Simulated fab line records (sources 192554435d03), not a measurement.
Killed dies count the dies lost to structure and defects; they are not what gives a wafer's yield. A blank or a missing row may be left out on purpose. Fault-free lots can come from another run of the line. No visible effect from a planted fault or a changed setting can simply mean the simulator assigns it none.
Lot-split experiment :: flow n5_finfet :: 21 wafers read across 7 lots, on a route 1938 steps long

== SPLIT DETAILS ==
At N5_SDB_STRIP_22 (strips in N2/H2), the setting power_w was moved away from the recipe's 1000 W on 7 of the 21 wafers read, by -16.3% to +13.0%. The other wafers ran this setting at the recipe's value.

The reading is taken at the split's own step.

== THE READING ==
oes_product_au, in a.u., at N5_SDB_STRIP_22 (strips in N2/H2). On this fab line, fault-free wafers typically give 0.714 a.u. with a standard deviation of 0.0049 a.u.

wafer: L075.2
tool, chamber at the split: plasma_asher-02, 1
power_w as run, W: 1130
against the recipe: +13.0%
oes_product_au, a.u.: 0.742
against lot-mates on the recipe: +0.026

wafer: L075.5
tool, chamber at the split: plasma_asher-02, 1
power_w as run, W: 1000
against the recipe: recipe
oes_product_au, a.u.: 0.718
against lot-mates on the recipe: -

wafer: L075.6
tool, chamber at the split: plasma_asher-02, 0
power_w as run, W: 1000
against the recipe: recipe
oes_product_au, a.u.: 0.713
against lot-mates on the recipe: -

wafer: L081.1
tool, chamber at the split: plasma_asher-02, 1
power_w as run, W: 1000
against the recipe: recipe
oes_product_au, a.u.: 0.706
against lot-mates on the recipe: -

wafer: L081.2
tool, chamber at the split: plasma_asher-02, 0
power_w as run, W: 909.8
against the recipe: -9.0%
oes_product_au, a.u.: 0.687
against lot-mates on the recipe: -0.019

wafer: L081.5
tool, chamber at the split: plasma_asher-02, 0
power_w as run, W: 909.8
against the recipe: -9.0%
oes_product_au, a.u.: 0.687
against lot-mates on the recipe: -0.019

wafer: L084.2
tool, chamber at the split: plasma_asher-01, 1
power_w as run, W: 900.5
against the recipe: -10.0%
oes_product_au, a.u.: 0.685
against lot-mates on the recipe: -0.023

wafer: L084.3
tool, chamber at the split: plasma_asher-01, 0
power_w as run, W: 900.5
against the recipe: -10.0%
oes_product_au, a.u.: 0.690
against lot-mates on the recipe: -0.018

wafer: L084.6
tool, chamber at the split: plasma_asher-01, 1
power_w as run, W: 1000
against the recipe: recipe
oes_product_au, a.u.: 0.708
against lot-mates on the recipe: -

wafer: L086.2
tool, chamber at the split: plasma_asher-01, 1
power_w as run, W: 1000
against the recipe: recipe
oes_product_au, a.u.: 0.710
against lot-mates on the recipe: -

wafer: L086.3
tool, chamber at the split: plasma_asher-01, 1
power_w as run, W: 1000
against the recipe: recipe
oes_product_au, a.u.: 0.712
against lot-mates on the recipe: -

wafer: L086.6
tool, chamber at the split: plasma_asher-01, 1
power_w as run, W: 1000
against the recipe: recipe
oes_product_au, a.u.: 0.707
against lot-mates on the recipe: -

wafer: L090.2
tool, chamber at the split: plasma_asher-02, 1
power_w as run, W: 836.8
against the recipe: -16.3%
oes_product_au, a.u.: 0.680
against lot-mates on the recipe: -0.026

wafer: L090.5
tool, chamber at the split: plasma_asher-02, 0
power_w as run, W: 1000
against the recipe: recipe
oes_product_au, a.u.: 0.706
against lot-mates on the recipe: -

wafer: L090.6
tool, chamber at the split: plasma_asher-02, 1
power_w as run, W: 836.8
against the recipe: -16.3%
oes_product_au, a.u.: 0.688
against lot-mates on the recipe: -0.018

wafer: L091.2
tool, chamber at the split: plasma_asher-01, 0
power_w as run, W: 1000
against the recipe: recipe
oes_product_au, a.u.: 0.712
against lot-mates on the recipe: -

wafer: L091.3
tool, chamber at the split: plasma_asher-01, 1
power_w as run, W: 1000
against the recipe: recipe
oes_product_au, a.u.: 0.713
against lot-mates on the recipe: -

wafer: L091.5
tool, chamber at the split: plasma_asher-01, 0
power_w as run, W: 1000
against the recipe: recipe
oes_product_au, a.u.: 0.720
against lot-mates on the recipe: -

wafer: L097.1
tool, chamber at the split: plasma_asher-01, 1
power_w as run, W: 1000
against the recipe: recipe
oes_product_au, a.u.: 0.710
against lot-mates on the recipe: -

wafer: L097.2
tool, chamber at the split: plasma_asher-01, 0
power_w as run, W: 1000
against the recipe: recipe
oes_product_au, a.u.: 0.721
against lot-mates on the recipe: -

wafer: L097.4
tool, chamber at the split: plasma_asher-01, 0
power_w as run, W: 1000
against the recipe: recipe
oes_product_au, a.u.: 0.721
against lot-mates on the recipe: -

THE FIT
A straight line over all 21 wafers: oes_product_au changes by +0.00213 a.u. for each +1% of power_w; r = +0.93; the points scatter about the line by 0.0057 a.u.
The same after taking each lot's own level away (the mean of its wafers on the recipe; 21 wafers): +0.00171 a.u. for each +1%; r = +0.94; scatter 0.0041 a.u.
According to that fit, moving power_w by its largest amount changes the reading by 0.028 a.u.
Measured against the standard deviation above, the lots' own levels, which go from 0.7060 to 0.7173 a.u., span 2.3 times it.
Thus the slope moves with the lot-to-lot level: the two fits are different.
Check: with one of the wafers moved furthest among these (-16.3%) left out of the fit, the line predicts -0.0285 a.u. for it against its lot-mates. Against them it came out at -0.026 a.u.
Tool readings at the split's step, against how far the setting was moved: oes_product_au r = +0.93; strip_time_to_endpoint_s r = -0.99.

== THE WHOLE CHAIN: every reading that the file lists as answering this split, in the file's order ==
step: N5_SDB_STRIP_22
what it does: strips in N2/H2
reading: oes_product_au
change (the file's fit): +0.00173 a.u. for each +1% of the setting
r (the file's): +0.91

step: N5_SDB_STRIP_22
what it does: strips in N2/H2
reading: strip_time_to_endpoint_s
change (the file's fit): withheld for each +1% of the setting
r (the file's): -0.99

== FILE'S OWN FIT ==
oes_product_au changes by +0.00173 a.u. for each +1% of power_w, r = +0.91.
